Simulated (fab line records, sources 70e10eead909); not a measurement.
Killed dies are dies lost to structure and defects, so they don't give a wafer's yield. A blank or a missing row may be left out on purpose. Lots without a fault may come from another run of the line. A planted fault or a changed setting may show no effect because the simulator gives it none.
fab line records | flow nand_harc
record lots=10 wafers=30 last_day=33
route steps=1302 shown A_CHANNEL_HOLE_D2@584 END@1302
lots that met no fault: from a run of the same line without faults
start_h: hours from the record's first day to the start of the lot's first wafer shown | wait_h: hours since the lot's step before | " the same as in the row above | L1.1+2: a row that stands for several wafers | - no value, or no start given | * or withheld: withheld | < > ~ a bound
route shown NAME@n: a module of which the file shows steps, and the number in the route of the first | usual: mean/standard deviation of fault-free wafers | same: alike in all rows | chamber/n: place in a boat | sites: the reading at each site | _std_site: their standard deviation | _edge_site: outer sites' mean less inner sites' | radius_mm: how far each site lies from the wafer's centre | mask NAME#n: copy n | behind: the tool/chamber that last shaped the wafer | hold: why the lot was held/for how many hours/how that ended | device: the transistor (n, p or np) that didn't switch | end of line: the same wafers' tests at the end of the route | a step without rows: its recipe alone | killed: dies lost to structure and defects at the first sort, not the wafer's yield | map: a wafer's dies, x killed, . not, _ none there
set.NAME: the setting as run; set.NAME@STEP: as run at that earlier step | model.NAME: the simulator's own value behind a step, which no gauge read
steps of the route over a sample of lots; a table a step, a row a wafer
services: from which hour (start_h, from the record's first day; less than 0 if before it) a tool's chamber was out of use, for how many hours, and why
## steps
# step NHARC_A_CHANNEL_HOLE_D2_INSPECT_12
# usual raw_defect_count=29/21
# columns lot.wafer tool chamber start_h wait_h raw_defect_count
L106.4 defect_inspect-01 - 323.58 0.0 53
L106.5 " - " " 57
L106.6 " - " " 53
L107.1 defect_inspect-02 - 343.16 0.0 56
L107.3 " - " " 61
L107.5 " - " " 64
L109.2 defect_inspect-01 - 356.59 0.0 8
L109.3 " - " " 12
L109.5 " - " " 8
L117.2 defect_inspect-02 - 437.09 0.0 13
L117.4 " - " " 13
L117.5 " - " " 11
L120.1 defect_inspect-01 - 470.99 0.0 8
L120.2 " - " " 13
L120.5 " - " " 15
L121.1 defect_inspect-01 - 479.36 0.0 45
L121.3 " - " " 50
L121.4 " - " " 62
L123.3 defect_inspect-02 - 489.70 0.0 24
L123.4 " - " " 22
L123.5 " - " " 11
L122.2 defect_inspect-02 - 489.97 0.0 22
L122.4 " - " " 19
L122.6 " - " " 22
L124.1 defect_inspect-01 - 503.91 0.0 17
L124.4 " - " " 31
L124.5 " - " " 23
L125.1 defect_inspect-01 - 524.43 0.0 25
L125.2 " - " " 24
L125.3 " - " " 26
# step NHARC_A_CHANNEL_HOLE_D2_ETCH_16
# recipe target_depth_a=31000 over_etch_frac=0.3 time_s=806 ion_energy_ev=150 o2_flow_sccm=400 cos_flow_sccm=20 ar_flow_sccm=0 rf_w=500 bias_w=300 chemistry=O2/COS
# usual bias_w=300.2/0.86 chamber_pressure_mTorr=19.999/0.018 drypump_motor_current_A=5.7/0.5 oes_product_au=0.999/0.013 rf_vpp_V=314.5/2.3 showerhead_plenum_p_Torr=3.14/0.14 throttle_valve_pct=28.329/0.0086
# same time_s=806
# columns lot.wafer tool chamber start_h wait_h bias_w chamber_pressure_mTorr drypump_motor_current_A oes_product_au rf_hours_counter_h rf_vpp_V showerhead_plenum_p_Torr throttle_valve_pct
L106.4 rie_diel-06 1 - - 299.9 19.984 6.3 0.996 1.1 315.0 3.21 28.324
L106.5 " 3 " " 300.9 20.017 5.9 1.000 - 314.1 3.02 28.328
L106.6 " 0 " " 299.7 20.026 5.3 0.999 - 313.8 3.07 28.319
L107.3 rie_diel-08 3 - - 298.9 19.996 6.1 1.015 9.0 316.3 3.20 28.336
L107.1 " 0 " " 298.7 19.999 5.9 1.003 6.4 317.2 3.30 28.328
L107.5 " 1 " " 299.7 19.958 5.4 1.007 - 310.2 2.96 28.339
L109.2 rie_diel-08 0 - - 300.0 19.987 5.9 0.995 7.1 317.0 3.30 28.341
L109.3 " 2 " " 300.1 19.987 5.9 0.979 7.4 313.1 3.04 28.346
L109.5 " 1 " " 300.7 19.987 5.5 1.000 - 311.8 2.96 28.328
L117.2 rie_diel-08 2 - - 300.6 20.029 5.9 0.995 1.9 312.6 3.04 28.302
L117.4 " 3 " " 300.7 19.985 6.2 1.020 2.7 315.2 3.19 28.334
L117.5 " 0 " " 300.2 20.015 5.9 1.015 - 316.2 3.29 28.324
L120.2 rie_diel-03 3 - - 300.0 19.996 4.8 1.005 0.4 316.8 3.28 28.332
L120.1 " 0 " " 300.7 20.001 5.0 1.010 0.3 316.4 3.32 28.339
L120.5 " 0 " " 299.7 19.998 5.0 0.999 - 316.2 3.32 28.335
L121.1 rie_diel-08 0 - - 298.3 20.023 5.9 1.004 5.5 316.1 3.29 28.330
L121.3 " 3 " " 301.0 19.982 6.1 1.036 4.9 315.0 3.19 28.339
L121.4 " 1 " " 300.9 20.001 5.5 0.994 - 311.2 2.96 28.316
L123.4 rie_diel-08 1 - - 299.7 19.988 5.5 0.992 6.7 311.7 2.96 28.325
L123.3 " 0 " " 300.2 20.021 5.9 1.019 6.5 316.7 3.29 28.318
L123.5 " 2 " " 299.8 19.982 5.9 0.998 - 312.3 3.04 28.333
L122.4 rie_diel-03 1 - - 300.2 20.030 6.3 0.991 1.1 313.8 3.11 28.327
L122.2 " 0 " " 300.8 19.957 5.0 1.012 1.4 316.4 3.32 28.338
L122.6 " 2 " " 300.1 19.989 4.9 0.999 - 316.7 3.29 28.327
L124.4 rie_diel-08 1 - - 300.5 19.987 5.5 0.987 7.6 311.2 2.96 28.336
L124.1 " 3 " " 299.3 20.012 6.1 1.026 6.6 316.0 3.19 28.321
L124.5 " 1 " " 301.1 20.012 5.5 0.988 - 311.7 2.96 28.335
L125.3 rie_diel-08 2 - - 301.3 19.976 5.8 1.005 5.4 313.1 3.03 28.304
L125.2 " 3 " " 300.3 19.999 6.1 1.028 7.9 313.7 3.19 28.325
L125.1 " 0 " " 300.3 19.975 6.0 1.011 8.6 316.1 3.29 28.338
# step NHARC_A_CHANNEL_HOLE_D2_ETCH_25
# recipe bias_v=5000 source_w=withheld pressure_mtorr=20 time_s=1040.2 ar_flow_sccm=375 c4f8_flow_sccm=93.8 o2_flow_sccm=31.2 temp_c=-20 target_depth_a=15000 chemistry=C4F8/O2/Ar
# usual c4f8_flow_sccm=93.8/0.31 chamber_pressure_mTorr=20.000/0.019 drypump_motor_current_A=5.8/0.64 showerhead_plenum_p_Torr=3.69/0.1 throttle_valve_pct=32.236/0.0091 time_s=1040.2/0
# columns lot.wafer tool chamber start_h wait_h c4f8_flow_sccm chamber_pressure_mTorr drypump_motor_current_A rf_hours_counter_h showerhead_plenum_p_Torr throttle_valve_pct time_s
L106.4 har_etch-02 0 330.32 0.7 93.9 19.974 6.8 - 3.72 32.234 1040.2
L106.6 " 0 " " 94.1 19.996 6.8 - 3.72 32.231 1040.2
L106.5 " 1 " " 93.7 19.967 5.3 - 3.54 32.239 1040.2
L107.1 har_etch-01 0 349.78 0.7 - - - - - - -
L107.3 " 0 " " - - - - - - -
L107.5 " 1 " " - - - - - - -
L109.2 har_etch-02 0 362.30 0.7 - - - - - - -
L109.3 " 0 " " - - - - - - -
L109.5 " 1 " " - - - - - - -
L117.2 har_etch-01 0 441.38 0.7 93.2 20.012 5.1 236 3.65 32.216 1040.2
L117.4 " 0 " " 93.3 20.009 5.1 - 3.65 32.247 1040.2
L117.5 " 1 " " 93.8 20.007 6.0 - 3.65 32.225 1040.2
L120.2 har_etch-01 0 475.14 0.6 93.7 19.998 5.1 260 3.64 32.239 1040.2
L120.1 " 1 " " 94.0 19.986 5.9 260 3.63 32.222 1040.2
L120.5 " 1 " " 93.7 19.971 5.9 - 3.64 32.240 1040.2
L121.1 har_etch-01 0 485.66 0.7 93.9 19.984 5.1 267 3.63 32.202 1040.2
L121.4 " 1 " " 94.3 19.978 5.9 - 3.63 32.235 1040.2
L121.3 " 0 " " 94.2 19.978 5.1 - 3.63 32.234 1040.2
L123.3 har_etch-01 1 494.15 0.7 93.9 19.984 5.9 - 3.63 32.245 1040.2
L123.4 " 0 " " 93.8 19.996 5.1 - 3.63 32.235 1040.2
L123.5 " 1 " " 94.3 19.988 5.9 - 3.63 32.247 1040.2
L122.2 har_etch-02 1 494.26 0.7 94.1 20.028 5.3 56 3.90 32.235 1040.2
L122.4 " 1 " " 93.9 20.003 5.3 - 3.90 32.236 1040.2
L122.6 " 0 " " 94.8 19.968 6.7 - 3.67 32.249 1040.2
L124.1 har_etch-02 0 508.23 0.7 93.8 20.039 6.7 64 3.67 32.239 1040.2
L124.4 " 0 " " 93.6 19.993 6.8 - 3.67 32.237 1040.2
L124.5 " 0 " " 93.5 20.007 6.8 - 3.67 32.219 1040.2
L125.1 har_etch-02 1 528.61 0.6 94.2 19.984 5.3 75 3.89 32.252 1040.2
L125.2 " 0 " " 94.0 20.022 6.7 75 3.66 32.229 1040.2
L125.3 " 0 " " 94.5 20.007 6.7 - 3.66 32.241 1040.2
# step NHARC_A_CHANNEL_HOLE_D2_STRIP_28
# recipe o2_flow_sccm=500 ar_flow_sccm=0 bias_w=0 chemistry=O2
# usual drypump_motor_current_A=5.7/0.49 oes_product_au=0.999/0.012 rf_vpp_V=57.8/0.86 showerhead_plenum_p_Torr=3.54/0.15 throttle_valve_pct=17.036/0.01
# columns lot.wafer tool chamber start_h wait_h drypump_motor_current_A oes_product_au rf_hours_counter_h rf_vpp_V showerhead_plenum_p_Torr throttle_valve_pct
L106.4 rie_diel-03 1 - - 6.3 0.990 3 58.3 3.52 17.018
L106.6 " 3 " " 4.8 1.018 - 58.7 3.71 17.047
L106.5 " 0 " " 5.0 0.998 - 59.4 3.76 17.029
L107.1 rie_diel-08 2 - - 5.9 0.994 7 56.8 3.43 17.049
L107.3 " 0 " " 6.0 1.003 7 57.8 3.72 17.046
L107.5 " 2 " " 5.8 0.986 - 57.7 3.43 17.025
L109.2 rie_diel-08 2 - - 5.9 0.989 8 57.2 3.43 17.035
L109.3 " 3 " " 6.1 1.005 10 57.5 3.61 17.022
L109.5 " 1 " " 5.5 1.007 - 57.6 3.35 17.031
L117.2 rie_diel-03 2 - - 4.8 0.981 9 59.4 3.71 17.032
L117.4 " 3 " " 4.8 0.997 9 57.3 3.71 17.053
L117.5 " 2 " " 4.8 0.986 - 57.6 3.71 17.048
L120.2 rie_diel-03 2 - - 4.9 0.986 1 60.1 3.71 17.051
L120.1 " 1 " " 6.3 0.993 1 58.1 3.52 17.038
L120.5 " 3 " " 4.8 0.991 - 59.1 3.71 17.018
L121.1 rie_diel-08 2 - - 5.8 0.997 3 59.5 3.43 17.047
L121.4 " 3 " " 6.0 1.020 6 57.4 3.61 17.031
L121.3 " 0 " " 5.9 1.005 6 60.0 3.72 17.029
L123.3 rie_diel-03 2 - - 4.8 0.995 2 57.5 3.71 17.039
L123.4 " 0 " " 5.0 0.997 2 59.1 3.75 17.031
L123.5 " 2 " " 4.8 1.003 - 58.1 3.71 17.040
L122.2 rie_diel-08 3 - - 6.1 1.028 6 57.1 3.61 17.039
L122.4 " 2 " " 5.9 1.002 4 57.9 3.43 17.033
L122.6 " 0 " " 6.0 1.006 - 57.8 3.72 17.034
L124.1 rie_diel-08 1 - - 5.4 0.993 8 56.8 3.34 17.031
L124.4 " 2 " " 5.9 1.003 5 58.5 3.43 17.033
L124.5 " 0 " " 6.0 1.012 - 57.2 3.72 17.039
L125.3 rie_diel-08 1 - - 5.5 0.987 9 55.9 3.34 17.047
L125.2 " 2 " " 5.9 1.005 6 58.3 3.43 17.034
L125.1 " 3 " " 6.1 1.016 8 58.0 3.61 17.038
# step NHARC_A_CHANNEL_HOLE_D2_CD_MEAS_31
# usual cd_nm=90.1/1.4
# columns lot.wafer tool chamber start_h wait_h cd_nm
L106.4 cd_sem-03 - 332.66 - 90.6
L106.5 " - " " 88.8
L106.6 " - " " 88.4
L107.1 cd_sem-01 - 352.25 - 0.9
L107.3 " - " " 0.9
L107.5 " - " " 1.3
L109.2 cd_sem-03 - 364.78 - 0.0
L109.3 " - " " 0.5
L109.5 " - " " 0.1
L117.2 cd_sem-02 - 443.86 - 89.4
L117.4 " - " " 88.8
L117.5 " - " " 90.3
L120.1 cd_sem-02 - 477.77 - 89.9
L120.2 " - " " 89.9
L120.5 " - " " 88.9
L121.1 cd_sem-02 - 488.14 - 87.8
L121.3 " - " " 89.3
L121.4 " - " " 89.9
L123.3 cd_sem-01 - 496.49 - 88.6
L123.4 " - " " 91.2
L123.5 " - " " 89.0
L122.2 cd_sem-01 - 496.74 - 90.7
L122.4 " - " " 90.5
L122.6 " - " " 90.4
L124.1 cd_sem-02 - 510.71 - 90.3
L124.4 " - " " 88.0
L124.5 " - " " 89.8
L125.1 cd_sem-03 - 531.22 - 89.6
L125.2 " - " " 91.6
L125.3 " - " " 90.1
# step NHARC_A_CHANNEL_HOLE_D2_XSEM_32
# recipe landing_energy_ev=35000
# usual bot_cd_nm=74.8/1.4 bow_nm=8.61/0.25 tilt_deg=0.08/0.038
# columns lot.wafer tool chamber start_h wait_h bot_cd_nm bow_nm tilt_deg
L106.4 xsem-02 0 332.76 0.1 75.7 8.75 0.05
L106.5 " 0 " " 73.6 8.60 0.05
L106.6 " 0 " " 73.1 8.68 0.05
L107.1 xsem-02 0 352.35 0.1 1.0 0.45 0.09
L107.3 " 0 " " 0.8 0.45 0.09
L107.5 " 0 " " 1.4 0.45 0.09
L109.2 xsem-01 0 364.87 0.1 0.6 0.16 0.06
L109.3 " 0 " " 1.2 0.16 0.06
L109.5 " 0 " " 0.7 0.16 0.06
L117.2 xsem-02 0 443.95 0.1 73.9 8.20 0.11
L117.4 " 0 " " 73.8 8.17 0.10
L117.5 " 0 " " 75.6 8.10 0.10
L120.1 xsem-02 0 477.87 0.1 74.4 8.40 0.12
L120.2 " 0 " " 75.1 8.43 0.12
L120.5 " 0 " " 73.3 8.41 0.12
L121.1 xsem-02 0 488.23 0.1 73.4 8.57 0.08
L121.3 " 0 " " 74.9 8.49 0.08
L121.4 " 0 " " 75.3 8.59 0.08
L123.3 xsem-02 0 496.58 0.1 73.9 8.81 0.12
L123.4 " 0 " " 75.9 8.79 0.12
L123.5 " 0 " " 74.5 8.89 0.12
L122.2 xsem-01 0 496.83 0.1 74.2 8.64 0.08
L122.4 " 0 " " 74.2 8.65 0.08
L122.6 " 0 " " 74.4 8.64 0.08
L124.1 xsem-02 0 510.80 0.1 74.7 8.80 0.10
L124.4 " 0 " " 73.1 8.78 0.10
L124.5 " 0 " " 74.7 8.81 0.10
L125.1 xsem-01 0 531.31 0.1 73.7 8.95 0.12
L125.2 " 0 " " 76.0 8.92 0.12
L125.3 " 0 " " 74.2 8.98 0.12
# step NHARC_END_SORT_01
# recipe temp_c=25
# usual killed_at_array=57/18 killed_at_other=0.9/1.3 killed_at_periphery=3.5/2.2 killed_dies=62/18 killed_open=3.0/1.7 killed_short=2.3/1.5
# same gross_dies=677
# columns lot.wafer tool chamber start_h wait_h killed_at_array killed_at_other killed_at_periphery killed_dies killed_open killed_short
L107.1 prober-01 0 622.23 2.5 672 0 5 677 3 2
L107.3 prober-01 0 623.84 3.1 673 1 3 677 7 4
L107.5 prober-01 0 625.45 3.7 673 1 3 677 5 1
L109.2 prober-01 0 644.56 2.8 670 3 4 677 1 2
L109.3 prober-01 0 645.37 3.1 672 1 4 677 5 1
L109.5 prober-01 0 646.97 3.7 672 3 2 677 1 3
# killed by level:class
L107.1 A_CHANNEL_HOLE_D2:area_etch=624 A_CHANNEL_HOLE_D1:chamber_film_flake=24 A_CHANNEL_HOLE_D2:chamber_film_flake=9 A_STAIRCASE:chamber_film_flake=4 A_CONTACT:chamber_film_flake=3 A_WL_FILL:chamber_film_flake=3 A_CHANNEL_HOLE_D1:geometric_particle:short=2 P_GATE:chamber_film_flake=2
L107.3 A_CHANNEL_HOLE_D2:area_etch=618 A_CHANNEL_HOLE_D1:chamber_film_flake=31 A_CHANNEL_HOLE_D2:chamber_film_flake=7 A_CHANNEL_HOLE_D2:geometric_particle:short=4 A_CONTACT:chamber_film_flake=3 A_CHANNEL_FILL_D1:geometric_particle:open=2 A_CHANNEL_HOLE_D2:geometric_particle:open=2 A_WL_FILL:chamber_film_flake=2
L107.5 A_CHANNEL_HOLE_D2:area_etch=610 A_CHANNEL_HOLE_D1:chamber_film_flake=38 A_CHANNEL_HOLE_D2:chamber_film_flake=13 A_CONTACT:chamber_film_flake=5 P_CONTACT:geometric_particle:open=2 A_CHANNEL_HOLE_D1:geometric_particle:open=1 A_CHANNEL_FILL_D2:geometric_particle:open=1 A_CHANNEL_FILL_D2:geometric_particle:short=1
L109.2 A_CHANNEL_HOLE_D2:area_etch=623 A_CHANNEL_HOLE_D2:chamber_film_flake=30 A_CONTACT:chamber_film_flake=5 A_CHANNEL_HOLE_D1:chamber_film_flake=4 A_STAIRCASE:chamber_film_flake=3 THIN_TSV:chamber_film_flake=3 P_CONTACT:geometric_particle:short=1 A_ONON_D1:geometric_particle:short=1
L109.3 A_CHANNEL_HOLE_D2:area_etch=632 A_CHANNEL_HOLE_D2:chamber_film_flake=28 A_CHANNEL_HOLE_D1:chamber_film_flake=5 P_M0:geometric_particle:open=2 A_CONTACT:chamber_film_flake=2 A_ONON_D1:geometric_particle:open=1 A_CHANNEL_FILL_D1:geometric_particle:short=1 A_SGD_CUT:geometric_particle:open=1
L109.5 A_CHANNEL_HOLE_D2:area_etch=620 A_CHANNEL_HOLE_D2:chamber_film_flake=33 A_WL_FILL:chamber_film_flake=5 A_CHANNEL_HOLE_D1:chamber_film_flake=4 A_STAIRCASE:chamber_film_flake=3 THIN_TSV:chamber_film_flake=3 A_CONTACT:chamber_film_flake=2 A_CHANNEL_FILL_D1:geometric_particle:short=1
## services
# columns tool chamber start_h hours kind
rie_diel-06 3 305.65 15.0 repair
rie_diel-06 - 307.30 9.0 pm
rie_diel-08 0 322.54 - clean
rie_diel-08 1 322.54 - clean
rie_diel-08 2 322.54 - clean
rie_diel-08 3 322.54 - clean
rie_diel-08 - 367.80 9.0 pm
xsem-01 - 374.00 14.0 pm
rie_diel-08 0 379.75 2.5 repair
har_etch-02 - 380.83 17.0 pm
rie_diel-06 0 382.41 11.6 repair
rie_diel-08 1 410.85 5.3 repair
rie_diel-03 0 412.45 2.4 repair
rie_diel-08 2 415.98 11.1 repair
rie_diel-08 2 451.25 6.7 repair
rie_diel-03 - 458.30 9.0 pm
rie_diel-08 2 476.36 7.0 repair
xsem-02 - 481.06 2.4 repair
rie_diel-06 - 484.30 9.0 pm
rie_diel-06 2 500.82 45.8 repair
rie_diel-03 2 504.29 1.7 repair
rie_diel-03 - 512.06 1.2 repair
har_etch-01 - 514.86 11.4 repair
rie_diel-06 - 524.58 0.4 repair
## key
first_sign step=NHARC_A_CHANNEL_HOLE_D2_ETCH_25 reading=tool_record direction=missing
effect step=NHARC_A_CHANNEL_HOLE_D2_CD_MEAS_31 reading=cd_nm direction=down sigmas=63 usual=90.1 struck=0.6
effect step=NHARC_A_CHANNEL_HOLE_D2_XSEM_32 reading=bot_cd_nm direction=down sigmas=51 usual=74.8 struck=0.9
effect step=NHARC_END_SORT_01 reading=killed_dies direction=up sigmas=35 usual=62 struck=677
more_kills_born_at NHARC_A_CHANNEL_HOLE_D2_ETCH_25@har_etch-02=1875 NHARC_A_CHANNEL_HOLE_D2_ETCH_25@har_etch-01=1852
met_at NHARC_A_CHANNEL_HOLE_D2_ETCH_25
struck_lots L107,L109
later_rows_left_out L107.1,L107.3,L107.5,L109.2,L109.3,L109.5
tester_left_out L107,L109
not_acting_at NHARC_A_CHANNEL_HOLE_D2_INSPECT_12,NHARC_A_CHANNEL_HOLE_D2_ETCH_16,NHARC_A_CHANNEL_HOLE_D2_STRIP_28
onset_between 330.32 349.78
fault kind=skipped_step_whole tool=har_etch-01,har_etch-02 chamber=- onset_h=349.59 steps=NHARC_A_CHANNEL_HOLE_D2_ETCH_25 scope=struck_lots_only
# tester_left_out: of these lots the tester's yield and bins aren't shown, on N5 and GAA mostly nor the transistor test; their killed dies are dies lost to structure and defects alone, not to doping, threshold or leakage, so they don't give the yield
# later_rows_left_out: the simulator's readings of these wafers behind a module that went badly wrong aren't trusted and aren't shown, but for the sort
